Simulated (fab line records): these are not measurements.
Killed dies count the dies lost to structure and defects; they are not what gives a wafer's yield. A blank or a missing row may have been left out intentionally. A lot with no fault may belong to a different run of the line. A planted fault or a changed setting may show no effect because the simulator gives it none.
What tool caused it? | flow n5Finfet | 10 lots, 30 wafers sampled, at 5 steps of a route of 1938

WHAT EACH GAUGE READ, for each wafer
N5_SD_EPI_N_INSPECT_26: inspects for defects (darkfield). Usual: rawDefectCount reads 193 (standard deviation 38).
lot  | measured    | on               | rawDefectCount | flag
L251 | day 3 18:07 | defectInspect-02 | 215 179 243    | 
L252 | day 4 01:51 | defectInspect-01 | 171 183 255    | 
L253 | day 4 03:23 | defectInspect-01 | 144 219 139    | 
L258 | day 5 13:31 | defectInspect-01 | 184 167 205    | 
L259 | day 5 18:40 | defectInspect-01 | 219 182 203    | 
L264 | day 7 00:45 | defectInspect-02 | 218 217 268    | 
L265 | day 7 05:11 | defectInspect-02 | 259 309 254    | 
L266 | day 7 13:47 | defectInspect-02 | 126 154 147    | 
L269 | day 8 04:29 | defectInspect-01 | 209 188 219    | 
L271 | day 8 19:09 | defectInspect-02 | 187 225 191    | 

N5_ILD0_THK_MEAS_04. Usual: thkNm reads 197.5 nm (standard deviation 1.1).
lot  | measured    | on           | thkNm (nm)        | flag
L251 | day 4 01:46 | filmMetro-02 | 197.9 198.1 198.0 | 
L252 | day 4 09:31 | filmMetro-01 | 197.3 197.4 197.6 | 
L253 | day 4 11:12 | filmMetro-02 | 199.1 197.1 197.2 | 
L258 | day 5 21:11 | filmMetro-02 | 198.8 198.1 199.6 | 
L259 | day 6 02:29 | filmMetro-01 | 197.0 198.4 196.6 | 
L264 | day 7 08:33 | filmMetro-02 | 198.2 198.5 198.1 | 
L265 | day 7 12:48 | filmMetro-01 | 197.8 198.3 196.7 | 
L266 | day 7 21:41 | filmMetro-01 | 196.0 197.9 196.9 | 
L269 | day 8 12:11 | filmMetro-01 | 198.7 196.8 198.4 | 
L271 | day 9 03:02 | filmMetro-01 | 196.0 197.5 197.3 | 

N5_ILD0_INSPECT_06: inspects for defects (darkfield). Usual: rawDefectCount reads 36 (standard deviation 17).
lot  | measured    | on               | rawDefectCount | flag
L251 | day 4 05:30 | defectInspect-02 | 30 37 39       | 
L252 | day 4 13:05 | defectInspect-02 | 23 24 30       | 
L253 | day 4 14:46 | defectInspect-02 | 18 45 50       | 
L258 | day 6 00:47 | defectInspect-01 | 36 34 33       | 
L259 | day 6 06:04 | defectInspect-01 | 33 59 52       | 
L264 | day 7 12:07 | defectInspect-01 | 69 34 23       | 
L265 | day 7 16:22 | defectInspect-01 | 23 34 29       | 
L266 | day 8 01:26 | defectInspect-01 | 27 55 42       | 
L269 | day 8 15:46 | defectInspect-01 | 23 47 32       | 
L271 | day 9 06:49 | defectInspect-01 | 55 52 50       | 

N5_BEOL_M4_RC_MEAS_101. Usual: DIBL_N 36.5 mV/V, standard deviation 1.4; DIBL_P 36.9 mV/V, standard deviation 1.7; IOFF_N 0.163 nA/um, standard deviation 0.023; IOFF_P 0.22 nA/um, standard deviation 0.032; ION_N 673 uA/um, standard deviation 9; ION_P 462 uA/um, standard deviation 7.5; SS_N 71.6 mV/dec, standard deviation 0.54; SS_P 73.4 mV/dec, standard deviation 0.62; VT_N 249.8 mV, standard deviation 2.8; VT_P -250 mV, standard deviation 3.5.
lot  | measured     | on        | DIBL_N (mV/V)  | DIBL_P (mV/V)  | IOFF_N (nA/um)    | IOFF_P (nA/um) | ION_N (uA/um) | ION_P (uA/um) | SS_N (mV/dec)  | SS_P (mV/dec)  | VT_N (mV)         | VT_P (mV)      | flag
L251 | day 8 14:34  | prober-02 | 36.8 37.5 38.1 | 36.5 36.5 37.9 | 0.161 0.173 0.186 | 0.26 0.25 0.29 | 684 680 689   | 479 475 482   | 71.6 72.0 71.9 | 73.5 73.7 73.7 | 249.2 247.9 245.9 | -243 -248 -244 | 
L252 | day 8 18:02  | prober-01 | 36.1 37.7 35.5 | 37.5 39.1 36.7 | 0.159 0.190 0.152 | 0.23 0.27 0.22 | 674 678 677   | 469 469 471   | 71.1 71.6 71.4 | 73.0 73.6 73.6 | 248.9 249.7 253.0 | -247 -248 -252 | 
L253 | day 8 20:10  | prober-01 | 37.6 37.0 36.0 | 36.9 35.2 35.0 | 0.182 0.159 0.147 | 0.29 0.25 0.25 | 679 663 675   | 470 466 472   | 71.9 72.1 71.5 | 72.8 73.0 72.7 | 247.3 249.2 251.0 | -242 -245 -243 | 
L258 | day 10 00:04 | prober-02 | 33.7 35.0 35.0 | 34.2 37.2 36.4 | 0.114 0.146 0.137 | 0.14 0.18 0.17 | 642 671 670   | 441 453 453   | 71.0 71.8 71.4 | 72.4 72.6 73.4 | 256.7 250.6 253.7 | -258 -256 -256 | 
L259 | day 10 17:21 | prober-02 | 36.8 34.4 36.3 | 36.6 33.9 36.0 | 0.161 0.132 0.153 | 0.23 0.19 0.23 | 678 672 672   | 466 465 460   | 71.1 70.5 71.6 | 73.2 72.3 73.4 | 252.8 252.3 251.1 | -248 -247 -249 | 
L264 | day 11 10:32 | prober-01 | 37.3 38.3 36.1 | 38.5 39.0 36.6 | 0.196 0.204 0.161 | 0.24 0.25 0.22 | 682 694 687   | 462 464 469   | 71.8 71.9 70.9 | 74.2 74.2 74.0 | 245.1 244.8 248.7 | -249 -248 -249 | 
L265 | day 12 08:54 | prober-02 | 38.2 35.8 35.6 | 39.0 36.5 35.4 | 0.202 0.160 0.148 | 0.26 0.21 0.19 | 680 660 676   | 470 454 460   | 71.1 71.4 71.3 | 73.4 72.9 73.3 | 245.6 248.4 250.4 | -246 -249 -252 | 
L266 | day 12 12:41 | prober-02 | 36.8 36.8 37.8 | 38.5 38.7 40.1 | 0.174 0.182 0.198 | 0.21 0.24 0.25 | 686 684 688   | 462 470 467   | 71.9 71.7 72.4 | 73.5 73.6 73.6 | 247.8 248.8 244.6 | -251 -248 -246 | 
L269 | day 12 18:17 | prober-02 | 37.8 35.1 34.4 | 39.6 36.1 35.9 | 0.191 0.142 0.128 | 0.22 0.17 0.17 | 679 671 656   | 457 448 454   | 71.9 71.0 70.8 | 74.2 73.7 73.8 | 247.5 251.1 255.7 | -252 -258 -254 | 
L271 | day 13 21:52 | prober-02 | 37.4 35.0 37.4 | 36.8 33.4 36.2 | 0.154 0.117 0.156 | 0.21 0.16 0.20 | 669 668 664   | 464 456 455   | 71.8 71.4 71.9 | 73.0 72.8 73.4 | 251.2 254.7 252.8 | -249 -253 -249 | 

EACH LOT AND THE TOOL THAT RAN IT (in order: tool; ch and the chambers of the sampled wafers; start)
lot  | N5_ILD0_CMP_12
L251 | cmp-04 ch 2,3, day 4 05:11
L252 | cmp-04 ch 0,2, day 4 12:47
L253 | cmp-01 ch 1,2,3, day 4 14:26
L258 | cmp-04 ch 0,1,2, day 6 00:31
L259 | cmp-04 ch 1,2,3, day 6 05:50
L264 | cmp-01 ch 0,2,3, day 7 11:47
L265 | cmp-03 ch 0,2,3, day 7 16:05
L266 | cmp-01 ch 1,2,3, day 8 01:11
L269 | cmp-01 ch 0,1,3, day 8 15:27
L271 | cmp-03 ch 0,2, day 9 06:29
- N5_ILD0_CMP_12: polishes SiNx, stops on poly-Si, t overpolish 6 s, target thk 17.67 nm.

WHAT THE TOOLS THEMSELVES READ (means of the sampled wafers that have a number; where no wafer has one, the mark that the record gives instead)
N5_ILD0_CMP_12. Usual: motorCurrentA 8.9 A, standard deviation 1.2; overpolishRunS 5.999 s, standard deviation 0.0089; padLifeWafers 980, standard deviation 570; retainingRingPressureFrac 1.000, standard deviation 0.0053; timeToEndpointS 28.3 s, standard deviation 2.2.
lot  | tool   | motorCurrentA (A) | overpolishRunS (s) | padLifeWafers | retainingRingPressureFrac | timeToEndpointS (s) | flag
L251 | cmp-04 | 9.5               | 5.995              | 252           | 1.002                     | 27.9                | 
L252 | cmp-04 | 10.0              | 6.011              | 326           | 1.005                     | 29.2                | 
L253 | cmp-01 | 8.7               | 6.000              | 1046          | 1.000                     | 30.3                | 
L258 | cmp-04 | 9.1               | 5.998              | 596           | 0.999                     | 56.6                | OFF
L259 | cmp-04 | 9.4               | 5.994              | 638           | 0.999                     | 56.0                | OFF
L264 | cmp-01 | 8.6               | 6.005              | 1634          | 0.997                     | 27.5                | 
L265 | cmp-03 | 9.5               | 5.986              | 122           | 1.000                     | 27.7                | 
L266 | cmp-01 | 8.3               | 6.002              | 1754          | 1.000                     | 26.8                | 
L269 | cmp-01 | 8.2               | 6.001              | 1885          | 1.003                     | 31.3                | 
L271 | cmp-03 | 9.4               | 5.993              | 421           | 0.998                     | 27.0                | 

THE ANSWER, worked out from the rows above alone
Rule: a lot is off if the mean of its wafers that have a number lies more than 3 standard deviations from the usual mean. Also off: a lot with no number at a reading for which 4 or more lots have one. The other lots that the step has rows for count as sound. First the gauges in route order, then the tools' own readings, where a lot's mean is used as printed above. The first step at which some lot is off is used, and at that step the reading that is off furthest; a lot without a number counts as furthest.
Off at N5_ILD0_CMP_12 (timeToEndpointS): L258, L259.
If a tool, at that step or one of the process steps before it, ran each lot that is off and ran no sound lot following the first of them, it fits. One fits: cmp-04 at N5_ILD0_CMP_12. A fault onset in the window from L252 (day 4 12:47, its last sound lot) to L258 (day 6 00:31, its first lot off) fits.
On the lots that are off, the tool's own readings at N5_ILD0_CMP_12 differ by more than 5 times the standard deviation of the sound lots' means, which bears it out; timeToEndpointS reads 56.3 s there versus 28.5 s on the sound lots.

WHAT THE SIMULATOR HAD PUT IN
Process parameter drift: cmp-04, from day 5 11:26 on, at N5_ILD0_CMP_12. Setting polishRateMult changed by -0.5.
Lots struck among those shown: L258, L259. The rule above reached the same finding.
